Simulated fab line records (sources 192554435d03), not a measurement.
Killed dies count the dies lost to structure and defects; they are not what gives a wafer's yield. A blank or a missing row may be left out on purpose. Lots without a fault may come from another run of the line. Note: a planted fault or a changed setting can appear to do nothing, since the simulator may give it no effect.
Which tool did it? | flow n5Finfet | 10 lots with 30 wafers sampled at 4 steps, on a route of 1938 steps

== WHAT THE GAUGES READ, wafer by wafer ==
N5_BEOL_M15_CD_MEAS_10: the cd target is 360 nm. Usual: cdNm at 359.7 nm, with a standard deviation of 1.7.
lot  | measured     | on       | cdNm (nm)         | flag
L652 | day 13 07:11 | cdSem-01 | 359.9 359.2 359.0 | 
L653 | day 13 18:34 | cdSem-02 | 358.2 358.9 360.6 | 
L658 | day 14 10:38 | cdSem-02 | 358.8 359.7 359.3 | 
L657 | day 14 11:06 | cdSem-03 | 357.7 358.4 361.9 | 
L659 | day 14 15:59 | cdSem-03 | 360.6 360.2 359.0 | 
L661 | day 15 04:23 | cdSem-03 | 358.9 358.7 358.5 | 
L662 | day 15 17:28 | cdSem-02 | 359.4 360.7 359.9 | 
L663 | day 16 01:57 | cdSem-01 | 358.9 357.5 360.9 | 
L664 | day 16 02:22 | cdSem-02 | 359.8 360.5 363.2 | 
L666 | day 16 17:53 | cdSem-02 | 359.6 358.6 362.8 | 

== TOOL THAT RAN EACH LOT (tool first, then ch and the chambers of the sampled wafers, then the start) ==
lot  | N5_BEOL_M14_DESCUM_33             | N5_BEOL_M14_TRENCH_ETCH_34        | N5_BEOL_M15_ILD_DEP_00
L652 | rieDiel-01 ch 0,2, day 13 01:32   | rieDiel-01 ch 0,2, day 13 01:59   | pecvd-03 ch 0,1, day 13 06:38
L653 | rieDiel-04 ch 1,3, day 13 12:11   | rieDiel-04 ch 1,3, day 13 12:39   | pecvd-01 ch 1,2, day 13 17:53
L658 | rieDiel-02 ch 1,2,3, day 14 05:29 | rieDiel-02 ch 1,2,3, day 14 05:56 | pecvd-04 ch 0,1, day 14 10:04
L657 | rieDiel-01 ch 0,1,3, day 14 06:10 | rieDiel-01 ch 0,1,3, day 14 06:37 | pecvd-01 ch 0,1,2, day 14 10:24
L659 | rieDiel-04 ch 0,3, day 14 10:41   | rieDiel-04 ch 0,3, day 14 11:08   | pecvd-04 ch 0,1, day 14 15:26
L661 | rieDiel-02 ch 2,3, day 15 01:10   | rieDiel-02 ch 2,3, day 15 01:37   | pecvd-01 ch 0,1,2, day 15 03:50
L662 | rieDiel-01 ch 0,2,3, day 15 12:35 | rieDiel-01 ch 0,2,3, day 15 13:02 | pecvd-01 ch 0,2, day 15 16:55
L663 | rieDiel-04 ch 1,2, day 15 19:24   | rieDiel-04 ch 1,2, day 15 19:51   | pecvd-01 ch 0,1, day 16 01:16
L664 | rieDiel-01 ch 0,2,3, day 15 20:03 | rieDiel-01 ch 0,2,3, day 15 20:30 | pecvd-04 ch 0,2, day 16 01:49
L666 | rieDiel-01 ch 0,2,3, day 16 09:47 | rieDiel-01 ch 0,2,3, day 16 10:15 | pecvd-03 ch 0,2, day 16 17:20
- N5_BEOL_M14_DESCUM_33: chemistry O2, time 7.9 s.
- N5_BEOL_M14_TRENCH_ETCH_34: etches SiO2 in C4F8/O2/Ar, target depth 556.65 nm, time 126.9 s.
- N5_BEOL_M15_ILD_DEP_00: deposits SiO2 from TEOS/O2, target thk 1629.3 nm, time 346.1 s.

== WHAT THE TOOLS THEMSELVES READ (means of the sampled wafers that have a number; where no wafer has one, the mark that the record gives instead) ==
N5_BEOL_M14_DESCUM_33. Usual: biasPowerW 20.01 W, standard deviation 0.061; drypumpMotorCurrentA 5.6 A, standard deviation 0.47; oesProductAu 0.80 a.u., standard deviation 0.085; rfVppV 243.4 V, standard deviation 1.5; showerheadPlenumPTorr 2.11 Torr, standard deviation 0.08; throttleValvePct 20.30 %, standard deviation 0.19.
lot  | tool       | biasPowerW (W) | drypumpMotorCurrentA (A) | oesProductAu (a.u.) | rfVppV (V) | showerheadPlenumPTorr (Torr) | throttleValvePct (%) | flag
L652 | rieDiel-01 | 20.06          | 5.4                      | 0.74                | 242.9      | 2.13                         | 20.56                | 
L653 | rieDiel-04 | 19.98          | 6.0                      | 0.70                | 242.9      | 2.07                         | 20.31                | 
L658 | rieDiel-02 | 20.03          | 5.7                      | 0.85                | 243.1      | 2.12                         | 20.21                | 
L657 | rieDiel-01 | 20.02          | 5.0                      | 0.80                | 243.0      | 2.11                         | 20.44                | 
L659 | rieDiel-04 | 20.00          | 5.8                      | 0.75                | 244.0      | 2.10                         | 20.21                | 
L661 | rieDiel-02 | 20.01          | 5.8                      | 0.91                | 244.6      | 2.19                         | 20.24                | 
L662 | rieDiel-01 | 20.07          | 5.4                      | 0.77                | 244.2      | 2.16                         | 20.46                | 
L663 | rieDiel-04 | 19.94          | 6.2                      | 0.88                | 242.4      | 2.08                         | 20.18                | 
L664 | rieDiel-01 | 20.05          | 5.4                      | 0.77                | 243.4      | 2.16                         | 20.46                | 
L666 | rieDiel-01 | 19.98          | 5.4                      | 0.77                | 244.0      | 2.16                         | 20.48                | 

N5_BEOL_M14_TRENCH_ETCH_34. Usual: drypumpMotorCurrentA 5.6 A, standard deviation 0.47; oesProductAu 0.80 a.u., standard deviation 0.085; rfVppV 2219 V, standard deviation 35; showerheadPlenumPTorr 3.47 Torr, standard deviation 0.11; throttleValvePct 30.82 %, standard deviation 0.17.
lot  | tool       | drypumpMotorCurrentA (A) | oesProductAu (a.u.) | rfVppV (V) | showerheadPlenumPTorr (Torr) | throttleValvePct (%) | flag
L652 | rieDiel-01 | 5.4                      | 0.74                | 2261       | 3.48                         | 31.07                | 
L653 | rieDiel-04 | 6.0                      | 0.70                | 2190       | 3.45                         | 30.91                | 
L658 | rieDiel-02 | 5.8                      | 0.86                | 2212       | 3.49                         | 30.84                | 
L657 | rieDiel-01 | 5.0                      | 0.79                | 2231       | 3.45                         | 30.81                | 
L659 | rieDiel-04 | 5.8                      | 0.75                | 2225       | 3.48                         | 30.80                | 
L661 | rieDiel-02 | 5.8                      | 0.91                | 2200       | 3.60                         | 30.83                | 
L662 | rieDiel-01 | 5.4                      | 0.76                | 2242       | 3.53                         | 30.91                | 
L663 | rieDiel-04 | 6.2                      | 0.87                | 2165       | 3.44                         | 30.69                | 
L664 | rieDiel-01 | 5.4                      | 0.75                | 2243       | 3.53                         | 30.93                | 
L666 | rieDiel-01 | 5.4                      | 0.75                | 2241       | 3.53                         | 30.93                | 

N5_BEOL_M15_ILD_DEP_00. Usual: chamberPressureTorr 6.498 Torr, standard deviation 0.016; heaterPowerW 560 W, standard deviation 100; runLengthS 389.3 s, standard deviation 0.78; showerheadPlenumPTorr 8.36 Torr, standard deviation 0.042; throttleValvePct 19.0 %, standard deviation 0.77.
lot  | tool     | chamberPressureTorr (Torr) | heaterPowerW (W) | runLengthS (s) | showerheadPlenumPTorr (Torr) | throttleValvePct (%) | flag
L652 | pecvd-03 | 6.499                      | 651              | 388.3          | 8.37                         | 18.8                 | 
L653 | pecvd-01 | 6.489                      | 528              | 389.1          | 8.35                         | 18.4                 | 
L658 | pecvd-04 | 6.496                      | 460              | 390.0          | 8.38                         | 19.7                 | 
L657 | pecvd-01 | 6.503                      | 639              | 389.2          | 8.34                         | 18.4                 | 
L659 | pecvd-04 | 6.510                      | 548              | 390.0          | 8.34                         | 20.4                 | 
L661 | pecvd-01 | 6.484                      | 603              | 389.2          | 8.35                         | 18.7                 | 
L662 | pecvd-01 | 6.504                      | 660              | 389.6          | 8.36                         | 18.3                 | 
L663 | pecvd-01 | 6.486                      | 560              | 378.1          | 8.33                         | 18.8                 | OFF
L664 | pecvd-04 | 6.508                      | 535              | 389.5          | 8.40                         | 19.0                 | 
L666 | pecvd-03 | 6.501                      | 537              | 388.6          | 8.35                         | 18.5                 | 

== THE ANSWER, worked out from the rows above alone ==
Rule: a lot counts as off when the mean over its wafers that have a number is more than 3 standard deviations away from the usual mean. A lot without any number at a reading at which 4 lots or more have one is off too. The other lots that the step has rows for count as sound. Order of review: gauges by route order, followed by the tools' own readings, for which a lot's mean as printed above is used. At the first step where some lot is off, the reading lying furthest off is the one used; lots without a number count as furthest.
Off: L663 (N5_BEOL_M15_ILD_DEP_00, runLengthS).
A tool fits if, at that step or a process step before it, it ran every lot that is off, and no sound lot after the first of them. Can't be told from this: 2 tools fit, rieDiel-04 at N5_BEOL_M14_DESCUM_33 and N5_BEOL_M14_TRENCH_ETCH_34, pecvd-01 at N5_BEOL_M15_ILD_DEP_00.

== WHAT THE SIMULATOR PUT IN ==
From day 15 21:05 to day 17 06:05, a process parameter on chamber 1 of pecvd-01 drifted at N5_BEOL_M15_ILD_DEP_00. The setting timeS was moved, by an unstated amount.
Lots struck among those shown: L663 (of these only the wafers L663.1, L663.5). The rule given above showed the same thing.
